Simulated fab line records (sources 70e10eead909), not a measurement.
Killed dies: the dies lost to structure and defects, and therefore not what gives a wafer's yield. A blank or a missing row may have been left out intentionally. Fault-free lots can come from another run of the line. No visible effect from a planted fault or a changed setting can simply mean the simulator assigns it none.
fab line records	flow nandHarc	part 1 of 2: steps 1 to 22 of 32
[record] lots = 5	wafers = 15	lastDay = 33
route steps=1302 shown A_STAIRCASE@815
lots that met no fault: taken from a fault-free run of the same line
startH: hours from the record's first day to the start of the lot's first wafer shown	waitH: how many hours have passed since the lot's step before this one	" repeats the value in the row above	L1.1+2: a row that stands for several wafers	- either no value or no given start	* or withheld: withheld	< > ~ a bound
route shown NAME@n: a module of which the file shows steps, and the number in the route of the first	usual: the fault-free wafers' mean and standard deviation	same: alike in all rows	chamber/n: place in a boat	sites: each site's reading	_std_site: their standard deviation	_edge_site: inner sites' mean taken away from outer sites' mean	radiusMm: for every site, how far away it sits from the centre of the wafer	mask NAME#n: copy n	behind: tool/chamber where the wafer was last shaped	hold: the reason the lot was held/the length of the hold in hours/how it ended	device: the n, p or np transistor that did not switch	end of line: tests of these same wafers at the route's end	where a step has no rows: the recipe by itself	killed: count of dies lost to structure and defects at first sort (not the wafer's yield)	map: a wafer's dies, x killed, . not, _ none there
set.NAME: the setting that was run; set.NAME@STEP: the one run at that earlier step	model.NAME: the simulator's own value behind a step, which no gauge read
lots at selected steps of the route; one table per step, one row per wafer
services: the hour from which a tool's chamber was out of use, counted from the record's first day as startH (under 0 if before that day), plus the number of hours and why
[[steps]]
[step NHARC_A_STAIRCASE_PRECLEAN_297]
[recipe] timeS = *	tempC = 50	bathAgeMin = 0	chemistry = SC1
[usual] nh4ohFlowMLMin = 28.30/0.091
lot.wafer	tool	chamber	startH	waitH	nh4ohFlowMLMin
L081.6	wetBench-04	0	-	-	28.32
L081.2	"	1	"	"	28.28
L081.4	"	3	"	"	28.17
L086.4	wetBench-04	7	-	-	28.25
L086.6	"	1	"	"	28.35
L086.3	"	3	"	"	28.32
L085.6	wetBench-07	7	-	-	28.14
L085.5	"	1	"	"	28.36
L085.3	"	3	"	"	28.28
L093.5	wetBench-09	7	-	-	28.42
L093.6	"	0	"	"	28.26
L093.1	"	3	"	"	28.19
L096.3	wetBench-04	1	-	-	28.32
L096.1	"	2	"	"	28.12
L096.6	"	5	"	"	28.19
[step NHARC_A_STAIRCASE_SRD_298]
lot.wafer	tool	chamber	startH	waitH
L081.6+2+4	wetBench-04	0,1,3	-	-
L086.4+6+3	wetBench-04	7,1,3	-	-
L085.6+5+3	wetBench-07	7,1,3	-	-
L093.5+6+1	wetBench-09	7,0,3	-	-
L096.3+1+6	wetBench-04	1,2,5	-	-
[step NHARC_A_STAIRCASE_HM_DEP_462]
[recipe] targetThkA = 8000	tempC = 400	material = aC
[usual] throttleValvePct = 35.000/0.0093
lot.wafer	tool	chamber	startH	waitH	throttleValvePct
L081.2	aclDep-01	0	469.25	2.1	34.990
L081.4	"	0	"	"	35.014
L081.6	"	0	"	"	35.009
L086.3	aclDep-03	0	497.67	0.9	34.997
L086.4	"	0	"	"	34.995
L086.6	"	0	"	"	34.998
L085.3	aclDep-01	0	507.06	2.3	34.996
L085.5	"	0	"	"	34.999
L085.6	"	0	"	"	35.004
L093.1	aclDep-01	0	582.40	3.1	35.003
L093.5	"	0	583.62	4.3	35.009
L093.6	"	0	"	"	34.988
L096.1	aclDep-02	0	602.19	0.9	35.016
L096.3	"	0	"	"	34.974
L096.6	"	0	"	"	34.997
[step NHARC_A_STAIRCASE_DEP_301]
[recipe] targetThkA = 300	targetThkNm = 30	tempC = 400	pressureTorr = 3.5	flowSccm = 200	rfW = 350	material = SiON
[usual] heaterPowerW = 788/130
lot.wafer	tool	chamber	startH	waitH	heaterPowerW
L081.2	pecvd-04	1	470.85	1.3	653
L081.6	"	2	"	"	772
L081.4	"	0	"	"	971
L086.3	pecvd-04	1	499.68	1.7	718
L086.4	"	0	"	"	947
L086.6	"	2	"	"	722
L085.3	pecvd-03	2	508.30	0.9	641
L085.5	"	2	"	"	644
L085.6	"	0	"	"	819
L093.1	pecvd-04	1	584.28	1.6	664
L093.5	"	0	"	"	970
L093.6	"	2	"	"	759
L096.1	pecvd-03	2	604.09	1.6	713
L096.3	"	0	"	"	732
L096.6	"	0	"	"	765
[step NHARC_A_STAIRCASE_DEHYDRATE_302]
[recipe] tempC = 150	timeS = 120
[usual] chillPlateTempC = 23.00/0.1
lot.wafer	tool	chamber	startH	waitH	chillPlateTempC
L081.2	lithoTrack-02	0	471.06	0.2	23.09
L081.4	"	0	"	"	22.98
L081.6	"	0	"	"	22.94
L086.3	lithoTrack-03	0	499.92	0.2	23.07
L086.4	"	0	"	"	23.13
L086.6	"	0	"	"	23.18
L085.3	lithoTrack-03	0	508.54	0.2	22.94
L085.5	"	0	"	"	23.10
L085.6	"	0	"	"	22.95
L093.1	lithoTrack-03	0	584.52	0.2	22.96
L093.5	"	0	"	"	23.00
L093.6	"	0	"	"	23.07
L096.1	lithoTrack-03	0	604.33	0.2	22.98
L096.3	"	0	"	"	22.97
L096.6	"	0	"	"	23.11
[step NHARC_A_STAIRCASE_HMDS_303]
[recipe] timeS = 30
[usual] chillPlateTempC = 23.01/0.11
lot.wafer	tool	chamber	startH	waitH	chillPlateTempC
L081.2	lithoTrack-02	0	-	-	22.99
L081.4	"	0	"	"	22.89
L081.6	"	0	"	"	22.94
L086.3	lithoTrack-03	0	-	-	23.04
L086.4	"	0	"	"	23.20
L086.6	"	0	"	"	23.17
L085.3	lithoTrack-03	0	-	-	23.01
L085.5	"	0	"	"	22.88
L085.6	"	0	"	"	22.98
L093.1	lithoTrack-03	0	-	-	23.13
L093.5	"	0	"	"	23.06
L093.6	"	0	"	"	23.13
L096.1	lithoTrack-03	0	-	-	23.07
L096.3	"	0	"	"	23.09
L096.6	"	0	"	"	23.14
[step NHARC_A_STAIRCASE_COAT_304]
[recipe] spinRpm = 1200
[usual] chillPlateTempC = 23.00/0.12
lot.wafer	tool	chamber	startH	waitH	chillPlateTempC
L081.2	lithoTrack-02	0	-	-	22.90
L081.4	"	0	"	"	23.08
L081.6	"	0	"	"	23.08
L086.3	lithoTrack-03	0	-	-	22.86
L086.4	"	0	"	"	23.02
L086.6	"	0	"	"	22.77
L085.3	lithoTrack-03	0	-	-	22.87
L085.5	"	0	"	"	22.87
L085.6	"	0	"	"	23.01
L093.1	lithoTrack-03	0	-	-	23.00
L093.5	"	0	"	"	23.25
L093.6	"	0	"	"	23.24
L096.1	lithoTrack-03	0	-	-	23.22
L096.3	"	0	"	"	23.12
L096.6	"	0	"	"	23.23
[step NHARC_A_STAIRCASE_SOFTBAKE_305]
[recipe] tempC = 135	timeS = 170
[usual] chillPlateTempC = 23.01/0.1
lot.wafer	tool	chamber	startH	waitH	chillPlateTempC
L081.2	lithoTrack-02	0	-	-	23.07
L081.4	"	0	"	"	22.93
L081.6	"	0	"	"	22.85
L086.3	lithoTrack-03	0	-	-	23.01
L086.4	"	0	"	"	22.93
L086.6	"	0	"	"	23.09
L085.3	lithoTrack-03	0	-	-	22.98
L085.5	"	0	"	"	23.06
L085.6	"	0	"	"	22.88
L093.1	lithoTrack-03	0	-	-	23.04
L093.5	"	0	"	"	23.06
L093.6	"	0	"	"	23.25
L096.1	lithoTrack-03	0	-	-	23.14
L096.3	"	0	"	"	22.98
L096.6	"	0	"	"	23.06
[step NHARC_A_STAIRCASE_EBR_306]
[usual] chillPlateTempC = 23.00/0.11
lot.wafer	tool	chamber	startH	waitH	chillPlateTempC
L081.2	lithoTrack-02	0	-	-	22.92
L081.4	"	0	"	"	22.91
L081.6	"	0	"	"	22.89
L086.3	lithoTrack-03	0	-	-	22.89
L086.4	"	0	"	"	22.95
L086.6	"	0	"	"	23.05
L085.3	lithoTrack-03	0	-	-	23.04
L085.5	"	0	"	"	23.09
L085.6	"	0	"	"	23.03
L093.1	lithoTrack-03	0	-	-	23.01
L093.5	"	0	"	"	23.07
L093.6	"	0	"	"	23.05
L096.1	lithoTrack-03	0	-	-	23.02
L096.3	"	0	"	"	22.97
L096.6	"	0	"	"	22.79
[step NHARC_A_STAIRCASE_EXPOSE_307]
[recipe] na = 0.5	doseMj = 45.72	maskId = CHOP_50
lot.wafer	tool	chamber	startH	waitH	mask
L081.2+4+6	krfScanner-03	0	471.27	-	CHOP_50#0
L086.3+4+6	krfScanner-02	0	500.27	-	CHOP_50#0
L085.3+5+6	krfScanner-04	0	508.89	-	CHOP_50#0
L093.1+5+6	krfScanner-03	0	584.85	-	CHOP_50#0
L096.1+3+6	krfScanner-03	0	604.54	-	CHOP_50#0
[step NHARC_A_STAIRCASE_PEB_308]
[recipe] pebTempC = 115	pebTimeS = 130
[usual] chillPlateTempC = 23.01/0.095
lot.wafer	tool	chamber	startH	waitH	chillPlateTempC
L081.2	lithoTrack-07	0	471.33	0.1	23.08
L081.4	"	0	"	"	23.19
L081.6	"	0	"	"	22.86
L086.3	lithoTrack-07	0	500.33	0.1	22.79
L086.4	"	0	"	"	22.84
L086.6	"	0	"	"	22.85
L085.3	lithoTrack-02	0	508.94	0.1	22.95
L085.5	"	0	"	"	22.89
L085.6	"	0	"	"	22.91
L093.1	lithoTrack-07	0	584.92	0.1	22.96
L093.5	"	0	"	"	22.95
L093.6	"	0	"	"	23.09
L096.1	lithoTrack-03	0	604.61	0.1	22.95
L096.3	"	0	"	"	23.01
L096.6	"	0	"	"	23.10
[step NHARC_A_STAIRCASE_DEVELOP_309]
[recipe] timeS = 140
[usual] chillPlateTempC = 23.01/0.1
lot.wafer	tool	chamber	startH	waitH	chillPlateTempC
L081.2	lithoTrack-07	0	-	-	22.96
L081.4	"	0	"	"	22.99
L081.6	"	0	"	"	22.86
L086.3	lithoTrack-07	0	-	-	22.92
L086.4	"	0	"	"	22.96
L086.6	"	0	"	"	23.19
L085.3	lithoTrack-02	0	-	-	23.01
L085.5	"	0	"	"	22.91
L085.6	"	0	"	"	23.00
L093.1	lithoTrack-07	0	-	-	22.84
L093.5	"	0	"	"	22.89
L093.6	"	0	"	"	22.86
L096.1	lithoTrack-03	0	-	-	22.93
L096.3	"	0	"	"	22.84
L096.6	"	0	"	"	23.01
[step NHARC_A_STAIRCASE_HARDBAKE_311]
[recipe] tempC = 120	timeS = 140
[usual] chillPlateTempC = 23.01/0.11
lot.wafer	tool	chamber	startH	waitH	chillPlateTempC
L081.2	lithoTrack-07	0	471.56	-	22.91
L081.4	"	0	"	"	22.90
L081.6	"	0	"	"	22.99
L086.3	lithoTrack-02	0	500.56	-	23.21
L086.4	"	0	"	"	23.09
L086.6	"	0	"	"	23.08
L085.3	lithoTrack-07	0	509.17	-	23.06
L085.5	"	0	"	"	23.18
L085.6	"	0	"	"	23.02
L093.1	lithoTrack-03	0	585.13	-	23.03
L093.5	"	0	"	"	23.01
L093.6	"	0	"	"	22.91
L096.1	lithoTrack-02	0	604.82	-	23.21
L096.3	"	0	"	"	23.04
L096.6	"	0	"	"	23.13
[step NHARC_A_STAIRCASE_DESCUM_312]
[recipe] timeS = 3	o2FlowSccm = 200	arFlowSccm = 0	biasPowerW = 0	chemistry = O2
[usual] drypumpMotorCurrentA = 5.6/0.41	mfcArSccm = 0.012/0.013	oesProductAu = 1.000/0.0097	rfVppV = 57.6/0.89	showerheadPlenumPTorr = 1.86/0.077	throttleValvePct = 11.311/0.0088
lot.wafer	tool	chamber	startH	waitH	drypumpMotorCurrentA	mfcArSccm	oesProductAu	rfHoursCounterH	rfVppV	showerheadPlenumPTorr	throttleValvePct
L081.4	rieDiel-03	1	471.65	-	5.8	0	0.986	1	58.3	2.08	11.310
L081.2	"	2	"	"	5.5	0	1.001	0	57.9	1.90	11.316
L081.6	"	0	"	"	6.1	0	0.988	-	57.8	1.92	11.325
L086.3	rieDiel-03	3	500.64	-	5.1	0.016	0.994	12	56.7	1.87	11.301
L086.4	"	0	"	"	6.1	0	0.980	14	56.9	1.91	11.293
L086.6	"	0	"	"	6.1	0	0.982	-	57.0	1.91	11.297
L085.3	rieDiel-02	2	509.27	-	5.0	0	1.002	32	58.0	1.90	11.315
L085.5	"	0	"	"	5.2	0	1.015	-	56.8	1.92	11.303
L085.6	"	1	"	"	6.2	0.024	0.994	-	58.9	2.05	11.322
L093.1	rieDiel-11	2	587.46	-	5.3	0.037	1.006	47	58.9	1.82	11.325
L093.5	"	2	"	"	5.3	0.037	1.006	-	57.2	1.82	11.296
L093.6	"	3	"	"	5.8	0.021	1.008	-	58.2	1.81	11.309
L096.3	rieDiel-11	0	604.92	-	6.3	0.002	0.993	41	57.0	1.85	11.310
L096.1	"	2	"	"	5.3	0.037	0.998	59	56.9	1.82	11.309
L096.6	"	0	"	"	6.4	0.002	0.985	-	58.0	1.85	11.319
[step NHARC_A_STAIRCASE_ETCH_313]
[recipe] cf4FlowSccm = 100	chf3FlowSccm = 30	arFlowSccm = 0	rfW = 500	biasW = 200	chemistry = CF4/CHF3
[usual] drypumpMotorCurrentA = 5.6/0.42	mfcArSccm = 0.012/0.013	oesProductAu = 0.933/0.018	rfVppV = 369.3/2.3	showerheadPlenumPTorr = 1.53/0.062	throttleValvePct = 16.803/0.0098
lot.wafer	tool	chamber	startH	waitH	drypumpMotorCurrentA	mfcArSccm	oesProductAu	rfHoursCounterH	rfVppV	showerheadPlenumPTorr	throttleValvePct
L081.4	rieDiel-03	1	471.73	0.1	5.8	0	0.956	1	374.7	1.70	16.804
L081.2	"	3	"	"	5.1	0.016	0.971	1	368.9	1.54	16.804
L081.6	"	2	"	"	5.5	0	0.971	-	371.4	1.57	16.810
L086.3	rieDiel-03	0	500.74	0.1	6.1	0	0.914	14	371.1	1.57	16.810
L086.4	"	1	"	"	5.8	0	0.920	15	375.4	1.70	16.800
L086.6	"	3	"	"	5.1	0.016	0.931	-	370.5	1.54	16.791
L085.3	rieDiel-02	0	509.34	0.1	5.2	0	0.921	33	371.3	1.58	16.812
L085.5	"	0	"	"	5.2	0	0.919	-	370.8	1.58	16.787
L085.6	"	1	"	"	6.2	0.024	0.898	-	375.9	1.68	16.793
L093.1	rieDiel-11	3	587.68	0.2	5.8	0.021	0.928	44	368.1	1.49	16.810
L093.6	"	2	"	"	5.3	0.037	0.947	-	369.4	1.50	16.806
L093.5	"	3	"	"	5.8	0.021	0.927	-	368.1	1.49	16.808
L096.3	rieDiel-11	0	605.11	0.2	6.3	0.002	0.932	42	368.1	1.53	16.805
L096.1	"	2	"	"	5.3	0.037	0.920	59	369.3	1.50	16.811
L096.6	"	0	"	"	6.3	0.002	0.920	-	369.7	1.53	16.803
[step NHARC_A_STAIRCASE_HM_OPEN_463]
[recipe] o2FlowSccm = 400	cosFlowSccm = 20	arFlowSccm = 0	rfW = 500	biasW = 300	chemistry = O2/COS
[usual] drypumpMotorCurrentA = 5.6/0.42	mfcArSccm = 0.012/0.013	oesProductAu = 1.000/0.0092	rfVppV = 465.5/2.7	showerheadPlenumPTorr = 3.04/0.12	throttleValvePct = 28.329/0.0088
lot.wafer	tool	chamber	startH	waitH	drypumpMotorCurrentA	mfcArSccm	oesProductAu	rfHoursCounterH	rfVppV	showerheadPlenumPTorr	throttleValvePct
L081.2	rieDiel-03	2	-	-	5.5	0	0.989	1	468.1	3.10	28.329
L081.4	"	0	"	"	6.1	0	0.971	1	468.0	3.13	28.336
L081.6	"	2	"	"	5.5	0	0.997	-	467.1	3.11	28.329
L086.4	rieDiel-03	3	-	-	5.1	0.016	0.997	12	465.1	3.05	28.324
L086.3	"	1	"	"	5.8	0	0.990	15	470.9	3.37	28.346
L086.6	"	2	"	"	5.5	0	1.006	-	466.1	3.10	28.326
L085.3	rieDiel-02	3	-	-	5.2	0	1.014	32	464.9	3.03	28.339
L085.5	"	0	"	"	5.2	0	1.002	-	466.8	3.14	28.342
L085.6	"	1	"	"	6.2	0.024	0.980	-	471.3	3.33	28.325
L093.1	rieDiel-11	1	-	-	5.6	0.005	1.007	54	462.0	2.88	28.317
L093.5	"	3	"	"	5.8	0.021	1.001	-	463.6	2.96	28.325
L093.6	"	0	"	"	6.3	0.002	0.991	-	466.7	3.03	28.330
L096.1	rieDiel-11	0	-	-	6.3	0.002	1.009	42	466.2	3.03	28.333
L096.3	"	3	"	"	5.8	0.021	1.007	56	465.4	2.95	28.322
L096.6	"	2	"	"	5.3	0.037	1.011	-	463.5	2.97	28.323
[step NHARC_A_STAIRCASE_STRIP_464]
[recipe] o2FlowSccm = 400	cosFlowSccm = 20	arFlowSccm = 0	biasW = 0	chemistry = O2/COS
lot.wafer	tool	chamber	startH	waitH
L081.2+4+6	rieDiel-03	3,0,2	-	-
L086.4+3+6	rieDiel-03	0,2,0	-	-
L085.3+6+5	rieDiel-02	0,0,1	-	-
L093.1+6+5	rieDiel-11	0,0,1	-	-
L096.1+3+6	rieDiel-11	2,0,0	-	-
[step NHARC_A_STAIRCASE_ETCH_453]
[recipe] targetDepthA = 300	overetchA = 30	timeS = 16.5	ionEnergyEv = 100	cf4FlowSccm = 80	o2FlowSccm = 20	arFlowSccm = 0	rfW = 300	biasW = 100	chemistry = CF4/O2
[usual] drypumpMotorCurrentA = 5.6/0.42	mfcArSccm = 0.011/0.013	oesProductAu = 0.998/0.0095	rfVppV = 197.1/1.3	showerheadPlenumPTorr = 1.30/0.055	throttleValvePct = 13.396/0.0083
lot.wafer	tool	chamber	startH	waitH	drypumpMotorCurrentA	mfcArSccm	oesProductAu	rfHoursCounterH	rfVppV	showerheadPlenumPTorr	throttleValvePct
L081.4	rieDiel-03	1	-	-	5.8	0	0.987	1	200.0	1.45	13.404
L081.2	"	0	"	"	6.1	0	0.971	1	198.5	1.34	13.395
L081.6	"	2	"	"	5.5	0	0.992	-	198.4	1.33	13.410
L086.3	rieDiel-03	1	-	-	5.8	0	0.989	15	200.3	1.44	13.383
L086.4	"	0	"	"	6.0	0	0.980	14	197.1	1.33	13.399
L086.6	"	2	"	"	5.5	0	1.006	-	196.9	1.32	13.391
L085.3	rieDiel-02	3	-	-	5.2	0	0.998	32	197.4	1.29	13.388
L085.6	"	2	"	"	5.0	0	0.991	-	196.1	1.32	13.396
L085.5	"	3	"	"	5.2	0	0.994	-	196.4	1.30	13.382
L093.1	rieDiel-11	2	-	-	5.3	0.037	0.998	47	196.4	1.27	13.395
L093.5	"	2	"	"	5.3	0.037	1.001	-	196.1	1.27	13.396
L093.6	"	3	"	"	5.9	0.021	1.001	-	197.0	1.26	13.404
L096.3	rieDiel-11	3	-	-	5.9	0.021	0.984	56	196.7	1.26	13.390
L096.1	"	2	"	"	5.3	0.037	1.000	59	195.9	1.27	13.401
L096.6	"	2	"	"	5.3	0.037	0.997	-	195.1	1.27	13.394
[step NHARC_A_STAIRCASE_ETCH_315]
[recipe] targetDepthA = 25000	timeS = 607.1	ionEnergyEv = 800	c4f8FlowSccm = 80	o2FlowSccm = 60	arFlowSccm = withheld	rfW = 600	biasW = 3000	chemistry = C4F8/O2/Ar
[usual] oesProductAu = 0.930/0.009	rfVppV = 1820/10
lot.wafer	tool	chamber	startH	waitH	oesProductAu	rfHoursCounterH	rfVppV
L081.4	rieDiel-03	2	-	-	0.935	1	1825
L081.2	"	1	"	"	0.929	1	1846
L081.6	"	3	"	"	0.933	-	1823
L086.3	rieDiel-03	1	-	-	0.928	15	1846
L086.4	"	0	"	"	0.911	14	1827
L086.6	"	1	"	"	0.925	-	1846
L085.3	rieDiel-02	1	-	-	0.919	34	1844
L085.5	"	0	"	"	0.937	-	1828
L085.6	"	1	"	"	0.922	-	1844
L093.1	rieDiel-11	1	-	-	0.925	54	1806
L093.6	"	2	"	"	0.939	-	1814
L093.5	"	3	"	"	0.921	-	1813
L096.1	rieDiel-11	0	-	-	0.931	42	1819
L096.3	"	3	"	"	0.934	56	1813
L096.6	"	3	"	"	0.921	-	1813
[step NHARC_A_STAIRCASE_STRIP_316]
[recipe] o2FlowSccm = 500	arFlowSccm = 0	biasW = 0	chemistry = O2
[usual] drypumpMotorCurrentA = 5.6/0.42	mfcArSccm = 0.011/0.013	oesProductAu = 1.000/0.0099	rfVppV = 57.6/0.86	showerheadPlenumPTorr = 3.43/0.13	throttleValvePct = 17.036/0.0084
lot.wafer	tool	chamber	startH	waitH	drypumpMotorCurrentA	mfcArSccm	oesProductAu	rfHoursCounterH	rfVppV	showerheadPlenumPTorr	throttleValvePct
L081.4	rieDiel-03	1	-	-	5.7	0	1.003	1	58.9	3.81	17.038
L081.2	"	2	"	"	5.5	0	0.992	1	57.7	3.51	17.042
L081.6	"	3	"	"	5.1	0.016	1.003	-	57.3	3.45	17.031
L086.3	rieDiel-03	1	-	-	5.8	0	0.985	15	57.8	3.80	17.038
L086.4	"	0	"	"	6.1	0	0.958	14	58.3	3.52	17.052
L086.6	"	1	"	"	5.8	0	0.982	-	57.7	3.80	17.046
L085.3	rieDiel-02	1	-	-	6.2	0.024	0.987	34	58.9	3.76	17.051
L085.5	"	0	"	"	5.2	0	1.002	-	57.8	3.54	17.042
L085.6	"	1	"	"	6.2	0.024	0.980	-	58.8	3.76	17.050
L093.1	rieDiel-11	0	-	-	6.4	0.002	1.002	34	58.0	3.43	17.027
L093.6	"	0	"	"	6.3	0.002	0.997	-	57.8	3.43	17.044
L093.5	"	1	"	"	5.6	0.005	1.007	-	56.3	3.26	17.041
L096.3	rieDiel-11	2	-	-	5.3	0.037	1.008	60	56.2	3.36	17.037
L096.1	"	0	"	"	6.3	0.002	1.001	42	57.7	3.42	17.045
L096.6	"	2	"	"	5.3	0.037	1.010	-	56.5	3.36	17.029
[step NHARC_A_STAIRCASE_STRIP_317]
[recipe] timeS = 900	tempC = 130	chemistry = SPM
lot.wafer	tool	chamber	startH	waitH
L081.6+4+2	wetBench-09	1,3,6	472.99	-
L086.6+4+3	wetBench-07	0,1,3	501.98	-
L085.3+6+5	wetBench-04	4,5,7	510.60	-
L093.5+6+1	wetBench-07	5,0,1	590.93	-
L096.3+1+6	wetBench-09	7,1,4	606.76	-
[step NHARC_A_STAIRCASE_PRECLEAN_318]
[recipe] timeS = *	tempC = 50	bathAgeMin = 0	chemistry = SC1
[usual] nh4ohFlowMLMin = 28.31/0.097
lot.wafer	tool	chamber	startH	waitH	nh4ohFlowMLMin
L081.6	wetBench-09	1	-	-	28.38
L081.4	"	3	"	"	28.35
L081.2	"	6	"	"	28.32
L086.6	wetBench-07	0	-	-	28.21
L086.4	"	1	"	"	28.26
L086.3	"	3	"	"	28.38
L085.3	wetBench-04	4	-	-	28.30
L085.6	"	5	"	"	28.14
L085.5	"	7	"	"	28.36
L093.5	wetBench-07	5	-	-	28.24
L093.6	"	0	"	"	28.37
L093.1	"	1	"	"	28.20
L096.3	wetBench-09	7	-	-	28.31
L096.1	"	1	"	"	28.11
L096.6	"	4	"	"	28.28
